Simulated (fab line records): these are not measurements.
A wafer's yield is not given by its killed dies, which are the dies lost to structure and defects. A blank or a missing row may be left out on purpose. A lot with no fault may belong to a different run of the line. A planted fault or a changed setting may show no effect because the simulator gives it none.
One fault seen from 3 desks / flow n5 finfet / what lay behind the numbers comes last; until then each desk has only its own

## AT THE METROLOGY DESK
Means of the sampled wafers that have a number, per lot and without regard to the tool the lot ran on: this is what the gauges read. If a lot's mean is further than 4 standard deviations from the usual mean, the lot is out of limits and carries the mark OUT (the distance appears in the brackets). 7 of its 10 readings are shown, namely those furthest out on some lot.
Columns: A = IOFF_P at N5_BEOL_M4_RC_MEAS_101, usual 0.21 nA/um; B = ION_N at N5_BEOL_M4_RC_MEAS_101, usual 675 uA/um; C = ION_P at N5_BEOL_M4_RC_MEAS_101, usual 463 uA/um; D = SS_N at N5_BEOL_M4_RC_MEAS_101, usual 71.4 mV/dec; E = SS_P at N5_BEOL_M4_RC_MEAS_101, usual 73.2 mV/dec; F = VT_N at N5_BEOL_M4_RC_MEAS_101, usual 250.2 mV; G = VT_P at N5_BEOL_M4_RC_MEAS_101, usual -251 mV
lot=L746; first seen here=day 9 00:48; A=0.26; B=670; C=471; D=71.0; E=73.5; F=250.7; G=-243
lot=L747; first seen here=day 9 05:26; A=0.23; B=686; C=469; D=72.2; E=73.6; F=247.7; G=-248
lot=L750; first seen here=day 10 23:41; A=0.21; B=678; C=469; D=71.7; E=73.1; F=249.7; G=-248
lot=L752; first seen here=day 12 00:50; A=0.19; B=673; C=462; D=71.3; E=72.7; F=250.2; G=-251
lot=L755; first seen here=day 12 18:04; A=0.20; B=675; C=458; D=71.6; E=73.4; F=249.9; G=-252
lot=L756; first seen here=day 13 03:38; A=0.19; B=678; C=455; D=71.6; E=73.5; F=249.3; G=-253
lot=L766; first seen here=day 15 06:22; A=0.20; B=675; C=461; D=71.4; E=72.8; F=247.9; G=-250
lot=L768; first seen here=day 15 08:19; A=0.24; B=676; C=471; D=71.4; E=73.4; F=249.6; G=-246
lot=L769; first seen here=day 15 11:02; A=0.22; B=673; C=461; D=71.7; E=73.2; F=251.0; G=-251
This desk's verdict: no lot among the 9 shows anything out of limits.

## THE DEFECT DESK
Counts from the inspections along the route, per lot, as means over the sampled wafers that have a number. If a lot's mean is further than 4 standard deviations from the usual mean, the lot is out of limits and carries the mark OUT (the distance appears in the brackets).
Columns: A = raw defect count at N5_BEOL_M3_INSPECT_59, usual 70
lot=L746; first seen here=day 8 15:42; A=106
lot=L747; first seen here=day 8 18:44; A=66
lot=L750; first seen here=day 9 08:03; A=83
lot=L752; first seen here=day 10 14:01; A=117
lot=L755; first seen here=day 11 07:07; A=57
lot=L756; first seen here=day 11 19:30; A=71
lot=L766; first seen here=day 14 19:28; A=83
lot=L768; first seen here=day 14 21:44; A=84
lot=L769; first seen here=day 15 02:20; A=59
This desk's verdict: no lot among the 9 shows anything out of limits.

## TOOL OWNER'S DESK, litho track-01
The tool's own readings at N5_BEOL_M4_COAT_73 (time 60 s, resist thk 5 nm): means of the sampled wafers that have a number, for each lot that ran on this tool. If a lot's mean is further than 4 standard deviations from the usual mean, the lot is out of limits and carries the mark OUT (the distance appears in the brackets).
Columns: A = heater power total W at N5_BEOL_M4_COAT_73, usual 391.7 W; B = plate temp C at N5_BEOL_M4_COAT_73, usual 204.95 C
lot=L747; first seen here=day 8 19:34; A=392.1; B=205.10
lot=L750; first seen here=day 9 09:26; A=390.7; B=205.01
lot=L755; first seen here=day 11 09:11; A=376.2 (-12) OUT; B=199.10 (-37) OUT
lot=L756; first seen here=day 11 21:46; A=376.9 (-11) OUT; B=199.13 (-36) OUT
lot=L768; first seen here=day 14 23:22; A=392.0; B=205.00
lot=L769; first seen here=day 15 03:04; A=391.8; B=205.00
This desk's verdict: out of limits on L755, L756, starting with L755 at day 11 09:11 (heater power total W at N5_BEOL_M4_COAT_73). L747, L750, L768, L769 stayed within limits.

## BROUGHT TOGETHER
At day 11 09:11, on L755, L756, the tool owner's desk was in a position to raise an alarm.
The metrology desk saw nothing out of limits.
No out-of-limits result turned up at the defect desk.
The metrology desk has L755, L756 on record, within its limits.
The defect desk has L755, L756 on record, within its limits.
The lots listed all ran N5_BEOL_M4_COAT_73 on litho track-01.

## WHAT THE SIMULATOR HAD PUT IN
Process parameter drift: litho track-01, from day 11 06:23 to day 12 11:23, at N5_BEOL_M4_COAT_73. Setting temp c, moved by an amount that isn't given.
Struck lots among those shown: L755, L756.
Delay in hours, fault start to first out-of-limits reading, by desk: the tool owner's desk at 3.
